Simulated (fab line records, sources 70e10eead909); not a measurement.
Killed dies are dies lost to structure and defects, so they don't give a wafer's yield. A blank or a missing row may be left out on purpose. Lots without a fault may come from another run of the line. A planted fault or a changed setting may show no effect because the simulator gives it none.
A struck lot beside a sound one | flow nand_harc | 40 steps out of a route of 1302
Sound: wafers L751.1, L751.4, L751.5. Struck: wafers L762.1, L762.2, L762.3. The cause comes at the end.
At each step with rows: each side's tool, then ch and its chambers, then its first start. Under that, the readings that differ: sound wafers | struck wafers | difference of the means | sigmas: that difference in standard deviations of wafers without a fault.
alike: readings whose means differ by less than 2 such deviations, and words and numbers that are the same on both sides. not compared: withheld readings, readings that some wafer has no value for, bounds like >300 that may hide the same value, and numbers for which the record gives no deviation and whose values overlap.
The two part at a step that has a row with sigmas, a row that says differs or no value, or rows on one side only. Numbers that don't overlap but have no deviation are shown without sigmas and don't part them. A reading that every wafer of one side lacks parts them only if that side has two wafers or more.

first, 6 steps without rows for these wafers: NHARC_A_SGD_CUT_STRIP_17 (strips in O2); NHARC_A_SGD_CUT_PRECLEAN_18 (cleans in SC1); NHARC_A_SGD_CUT_SRD_19; NHARC_A_SGD_CUT_DEP_20 (deposits SiO2, target thk 150 nm); NHARC_A_SGD_CUT_ANNEAL_27 (time 1800 s); NHARC_A_SGD_CUT_CMP_21 (polishes, target thk 148.19 nm).
NHARC_A_SGD_CUT_THK_MEAS_22: measures by ellipsometry.
  sound on film_metro-02, day 20 05:29; struck on film_metro-02, day 25 15:49
  alike: thk_nm
then, 3 steps without rows for these wafers: NHARC_A_SGD_CUT_SRD_23; NHARC_A_SGD_CUT_ETCH_26 (etches SiO2 in dHF, target depth 45.8 nm); NHARC_A_SGD_CUT_ETCHBACK_24 (etches the open film in CH3F/O2, target depth 50 nm, time 92.857 s).
NHARC_A_SGD_CUT_STRIP_28: strips in O2, time 20 s.
  sound on rie_diel-10 ch 0,1,3, day 20 05:58; struck on rie_diel-10 ch 0,2,3
  alike: chamber_pressure_mTorr, drypump_motor_current_A, oes_product_au, rf_vpp_V, showerhead_plenum_p_Torr, throttle_valve_pct
  not compared: rf_hours_counter_h
NHARC_A_SGD_CUT_INSPECT_25:
  sound on defect_inspect-02, day 20 06:04; struck on defect_inspect-01, day 25 16:20
  alike: raw_defect_count
NHARC_A_SLIT_DEP_25: deposits SiO2, target thk 200 nm.
  sound on pecvd-03 ch 0,2, day 20 06:10; struck on pecvd-03 ch 0,1,2, day 25 16:34
  alike: heater_power_w, throttle_valve_pct
then, 10 steps without rows for these wafers: NHARC_A_SLIT_DEP_00 (deposits aC, target thk 6200 nm); NHARC_A_SLIT_DEP_23 (deposits SiON, target thk 100 nm); NHARC_A_SLIT_DEHYDRATE_01 (time 120 s); NHARC_A_SLIT_HMDS_02 (time 30 s); NHARC_A_SLIT_COAT_03 (resist thk 90 nm); NHARC_A_SLIT_SOFTBAKE_04 (time 55 s); NHARC_A_SLIT_EBR_05; NHARC_A_SLIT_EXPOSE_06 (exposes mask SLIT); NHARC_A_SLIT_PEB_07 (peb time 65 s); NHARC_A_SLIT_DEVELOP_08 (develop time 35 s).
NHARC_A_SLIT_CD_MEAS_09: target cd 300 nm.
  sound on cd_sem-03 ch 0, day 20 10:55; struck on cd_sem-02 ch 0, day 25 22:18
  alike: cd_nm
NHARC_A_SLIT_OVL_MEAS_10:
  sound on overlay-02, day 20 11:00; struck on overlay-01, day 25 22:23
  alike: overlay_x_nm, overlay_y_nm
then, 1 step without rows for these wafers: NHARC_A_SLIT_DESCUM_14 (chemistry O2, time 3 s).
NHARC_A_SLIT_ETCH_24: etches the open film in CF4/CHF3, target depth 121 nm, time 60.5 s.
  sound on rie_diel-08 ch 1,2,3, day 20 11:11; struck on rie_diel-07 ch 0,1,3, day 25 22:34
  alike: chamber_pressure_mTorr, drypump_motor_current_A, oes_product_au, rf_vpp_V, showerhead_plenum_p_Torr, throttle_valve_pct
  not compared: rf_hours_counter_h
NHARC_A_SLIT_ETCH_15: etches the open film in O2/COS, target depth 6200 nm, time 1612 s.
  sound on rie_diel-08 ch 2,3; struck on rie_diel-07 ch 1,2,3
  reading               | sound             | struck            | difference | sigmas
  oes_product_au (a.u.) | 1.013 1.023 1.012 | 0.995 1.003 0.987 | -0.021     | -2
  alike: chamber_pressure_mTorr, drypump_motor_current_A, rf_vpp_V, showerhead_plenum_p_Torr, throttle_valve_pct
  not compared: rf_hours_counter_h
then, 1 step without rows for these wafers: NHARC_A_SLIT_ETCH_17 (etches the open film in C4F8/O2/Ar, time 4254.5 s, target depth 20300 nm).
NHARC_A_SLIT_ETCH_26: etches the open film in C4F8/O2/Ar, time 90 s, target depth 400 nm.
  sound on har_etch-02 ch 0,1, day 20 16:00; struck on har_etch-02 ch 0,1, day 26 05:56
  alike: chamber_pressure_mTorr, drypump_motor_current_A, he_backside_leak_sccm, showerhead_plenum_p_Torr, throttle_valve_pct
  not compared: rf_hours_counter_h
then, 2 steps without rows for these wafers: NHARC_A_SLIT_STRIP_28 (strips in O2/COS); NHARC_A_SLIT_ETCH_29 (etches the open film in CF4/O2, target depth 100 nm, overetch 10 nm, time 55 s).
NHARC_A_SLIT_STRIP_18: strips in O2.
  sound on rie_diel-11 ch 1,2,3; struck on rie_diel-11 ch 0,1,2
  alike: chamber_pressure_mTorr, drypump_motor_current_A, oes_product_au, rf_vpp_V, showerhead_plenum_p_Torr, throttle_valve_pct
  not compared: rf_hours_counter_h
then, 2 steps without rows for these wafers: NHARC_A_SLIT_PRECLEAN_19 (cleans in SC1); NHARC_A_SLIT_SRD_20.
NHARC_A_SLIT_CD_MEAS_21:
  sound on cd_sem-01, day 20 17:25; struck on cd_sem-02, day 26 07:22
  alike: cd_nm
then, 3 steps without rows for these wafers: NHARC_A_SIN_REMOVE_WET_00 (chemistry H3PO4, time 15300 s); NHARC_A_SIN_REMOVE_PRECLEAN_01 (cleans in SC1); NHARC_A_SIN_REMOVE_SRD_02.
-- the record jumps here: 5 days lie between the struck wafers' starts before and after (it left off in module A_SIN_REMOVE and takes up again in module END, whose first step shown is number 1302 of the route) --
NHARC_END_SORT_01:
  the record has rows for the struck wafers here (prober-02 ch 0, day 30 20:44) and none for the sound ones

WHERE THEY PART
First at NHARC_A_SLIT_ETCH_15; last, within this record, at NHARC_END_SORT_01.

WHY: what the simulator had put in
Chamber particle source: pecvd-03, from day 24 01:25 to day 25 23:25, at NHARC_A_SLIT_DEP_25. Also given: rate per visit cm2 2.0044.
